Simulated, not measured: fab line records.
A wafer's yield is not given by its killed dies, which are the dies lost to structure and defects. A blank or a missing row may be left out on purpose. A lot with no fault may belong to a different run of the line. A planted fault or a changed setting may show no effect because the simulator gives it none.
Split-lot trial	flow n5_finfet	39 wafers read from 7 lots, route of 1938 steps

## SPLIT DETAILS
At N5_DUMMY_GATE_ETCH_32 (etches SiO2 in CF4, target depth 3.5 nm, time 3.9 s), the setting time_s was moved away from the recipe's 3.9 s on 12 of the 39 wafers read, by -18.3% to +20.1%. This setting was run at the recipe's value on the other wafers.

The split's own step is where the reading is taken.

## THE READING
etch.depth_nm (the simulator's own value, which no gauge read), in nm, at N5_DUMMY_GATE_ETCH_32 (etches SiO2 in CF4, target depth 3.5 nm, time 3.9 s). No usual value for it is given in the file. The 27 wafers here that ran the recipe average 3.525 nm, standard deviation 0.039 nm.

wafer	tool, chamber at the split	time_s as run, s	against the recipe	etch.depth_nm, nm	against lot-mates on the recipe
L075.1	rie_si-04, 0	3.545	-9.1%	3.155	-0.412
L075.2	rie_si-04, 3	3.545	-9.1%	3.175	-0.392
L075.3	rie_si-04, 2	3.9	recipe	3.579	-
L075.4	rie_si-04, 1	3.9	recipe	3.557	-
L075.5	rie_si-04, 3	3.545	-9.1%	3.17	-0.397
L075.6	rie_si-04, 2	3.9	recipe	3.565	-
L079.1	rie_si-04, 3	3.9	recipe	3.458	-
L079.2	rie_si-04, 2	3.187	-18.3%	2.952	-0.550
L079.3	rie_si-04, 0	3.187	-18.3%	2.858	-0.644
L079.4	rie_si-04, 1	3.9	recipe	3.557	-
L079.5	rie_si-04, 0	3.9	recipe	3.491	-
L079.6	rie_si-04, 1	3.187	-18.3%	2.91	-0.592
L081.2	rie_si-06, 0	3.9	recipe	3.471	-
L081.4	rie_si-06, 2	3.9	recipe	3.49	-
L081.6	rie_si-06, 3	3.9	recipe	3.514	-
L086.1	rie_si-04, 0	3.9	recipe	3.53	-
L086.2	rie_si-04, 3	4.367	+12.0%	3.914	+0.341
L086.3	rie_si-04, 1	4.367	+12.0%	4.025	+0.452
L086.4	rie_si-04, 2	4.367	+12.0%	4.034	+0.461
L086.5	rie_si-04, 2	3.9	recipe	3.607	-
L086.6	rie_si-04, 1	3.9	recipe	3.582	-
L089.1	rie_si-05, 1	3.9	recipe	3.505	-
L089.6	rie_si-05, 1	3.9	recipe	3.505	-
L089.2	rie_si-05, 0	3.9	recipe	3.492	-
L089.3	rie_si-05, 2	3.9	recipe	3.519	-
L089.4	rie_si-05, 3	3.9	recipe	3.521	-
L089.5	rie_si-05, 0	3.9	recipe	3.513	-
L090.1	rie_si-04, 3	3.9	recipe	3.479	-
L090.2	rie_si-04, 1	4.684	+20.1%	4.31	+0.779
L090.3	rie_si-04, 2	4.684	+20.1%	4.276	+0.745
L090.4	rie_si-04, 0	4.684	+20.1%	4.224	+0.693
L090.5	rie_si-04, 3	3.9	recipe	3.496	-
L090.6	rie_si-04, 2	3.9	recipe	3.618	-
L092.1	rie_si-06, 0	3.9	recipe	3.515	-
L092.2	rie_si-06, 2	3.9	recipe	3.518	-
L092.3	rie_si-06, 3	3.9	recipe	3.528	-
L092.4	rie_si-06, 1	3.9	recipe	3.549	-
L092.5	rie_si-06, 1	3.9	recipe	3.53	-
L092.6	rie_si-06, 0	3.9	recipe	3.494	-

FIT RESULTS
A straight line over all 39 wafers: etch.depth_nm changes by +0.0364 nm for each +1% of time_s; r = +0.99; the points scatter about the line by 0.044 nm.
The same after taking each lot's own level away (the mean of its wafers on the recipe; 39 wafers): +0.0357 nm for each +1%; r = +0.99; scatter 0.043 nm.
Per that fit: largest time_s move, reading shift of 0.72 nm.
Across the lots, their own levels run from 3.4917 to 3.5730 nm, a range of 2.1 times the standard deviation given above.
So the lot-to-lot level changes the slope little: the two slopes agree.
Check: for one of the wafers moved furthest among these (+20.1%), held out of the fit, the line's prediction against its lot-mates is +0.704 nm. It came out at +0.779 nm against them.

## THE OTHER SPLITS THESE WAFERS WENT THROUGH
Other splits were also applied to these wafers ahead of the reading. Each is held against what the fit with the lots' levels taken away leaves over:
other split on the same wafers	wafers away from the commonest value	r with etch.depth_nm (lot level and that fit taken away)
N5_WELL_APT_EPI_41 target_thk_a	18	-0.51

## FILE'S OWN FIT
etch.depth_nm changes by +0.0356 nm for each +1% of time_s, r = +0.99.
